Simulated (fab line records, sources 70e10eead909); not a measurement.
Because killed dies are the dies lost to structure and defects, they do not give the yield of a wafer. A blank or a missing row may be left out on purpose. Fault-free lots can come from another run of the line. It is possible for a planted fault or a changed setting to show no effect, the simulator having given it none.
Matching of chambers + flow nandHarc + NHARC_A_STAIRCASE_DESCUM_219 on rieDiel-12 has 4 sister chambers
The step chemistry O2, time 3 s. 8 wafers are shown with their chamber, then 10 later ones without.

EACH WAFER AND ITS CHAMBER
| wafer  | chamber | drypumpMotorCurrentA (A) | showerheadPlenumPTorr (Torr) |
|--------|---------|--------------------------|------------------------------|
| L083.2 | 1       | 5.1                      | 1.87                         |
| L083.6 | 3       | 5.7                      | 1.84                         |
| L088.3 | 3       | 5.7                      | 1.83                         |
| L088.6 | 1       | 5.1                      | 1.86                         |
| L090.1 | 2       | 6.1                      | 1.80                         |
| L090.6 | 0       | 6.6                      | 1.80                         |
| L092.3 | 0       | 6.6                      | 1.80                         |
| L092.4 | 2       | 6.0                      | 1.80                         |

WAFERS WITH NO CHAMBER GIVEN
| wafer  | drypumpMotorCurrentA (A) | showerheadPlenumPTorr (Torr) |
|--------|--------------------------|------------------------------|
| L092.5 | 6.0                      | 1.80                         |
| L093.1 | 5.7                      | 1.83                         |
| L093.2 | 6.6                      | 1.80                         |
| L093.3 | 6.0                      | 1.80                         |
| L097.3 | 5.1                      | 1.85                         |
| L097.5 | 6.1                      | 1.80                         |
| L097.6 | 5.1                      | 1.85                         |
| L096.2 | 5.8                      | 1.83                         |
| L096.3 | 6.6                      | 1.80                         |
| L096.6 | 6.6                      | 1.80                         |

CHAMBER TAKEN BY EACH
| wafer  | from the rows above | in truth |
|--------|---------------------|----------|
| L092.5 | 2                   | 2        |
| L093.1 | 3                   | 3        |
| L093.2 | 0                   | 0        |
| L093.3 | 2                   | 2        |
| L097.3 | 1                   | 1        |
| L097.5 | 2                   | 2        |
| L097.6 | 1                   | 1        |
| L096.2 | 3                   | 3        |
| L096.3 | 0                   | 0        |
| L096.6 | 0                   | 0        |
Placed correctly: 10 of 10. From these rows, 0 cannot be placed. Wrongly placed: 0.
How it was worked out, from the rows above alone: a wafer's distance from a chamber is the root of the sum, over the readings, of the square of ((its reading less the chamber's mean) divided by the reading's scatter). The wafer belongs to the nearest chamber; if the next one is less than 2 further off, it can't be placed. Each chamber's mean is taken over the wafers shown for it. How the scatter is found: for the shown wafers, subtract from each reading the mean of its chamber, square and add these, divide the total by (wafers less chambers), then take the root.
